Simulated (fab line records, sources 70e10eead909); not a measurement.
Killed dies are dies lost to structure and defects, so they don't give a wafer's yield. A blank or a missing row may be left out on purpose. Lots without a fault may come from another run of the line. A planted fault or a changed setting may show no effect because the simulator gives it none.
Chamber matching | flow nand_harc | NHARC_A_CHANNEL_FILL_D2_CMP_10 on cmp-02: 4 sister chambers
The step polishes, target thk 150 nm. 8 wafers are shown with their chamber, then 9 later ones without.

WAFERS WITH THEIR CHAMBER
wafer  | chamber | time_to_endpoint_s (s) | motor_current_A (A)
L074.5 | 1       | 19                     | 11.7
L077.6 | 1       | 17                     | 11.5
L083.6 | 3       | 19                     | 10.9
L089.1 | 3       | 20                     | 11.0
L089.6 | 2       | 15                     | 11.7
L087.3 | 2       | 16                     | 11.5
L087.4 | 0       | 10                     | 13.7
L087.6 | 0       | 10                     | 12.8

WAFERS WITHOUT THEIR CHAMBER
wafer  | time_to_endpoint_s (s) | motor_current_A (A)
L090.2 | 11                     | 12.4
L090.4 | 9                      | 12.8
L090.5 | 9                      | 12.5
L090.1 | 17                     | 11.4
L090.3 | 15                     | 11.4
L090.6 | 16                     | 11.6
L094.3 | 19                     | 11.8
L094.4 | 18                     | 11.7
L094.6 | 15                     | 12.3

WHICH CHAMBER EACH WENT THROUGH
wafer  | from the rows above          | in truth
L090.2 | 0                            | 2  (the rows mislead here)
L090.4 | 0                            | 0
L090.5 | 0                            | 0
L090.1 | can't be placed: 1 or 2 or 3 | 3
L090.3 | 2                            | 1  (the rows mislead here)
L090.6 | can't be placed: 2 or 1      | 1
L094.3 | can't be placed: 1 or 3      | 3
L094.4 | 1                            | 1
L094.6 | can't be placed: 2 or 1      | 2
Placed correctly: 3 of 9. Can't be placed from these rows: 4 (the true chamber is among the candidates in 4). Placed wrongly: 2.
How it was worked out, from the rows above alone: a wafer's distance from a chamber is the root of the sum, over the readings, of the square of ((its reading less the chamber's mean) divided by the reading's scatter). The wafer belongs to the nearest chamber; if the next one is less than 2 further off, it can't be placed. A chamber's mean is the mean of its shown wafers. The scatter: the root of (the sum of the squares of (reading less its chamber's mean) over the shown wafers, divided by (wafers less chambers)).
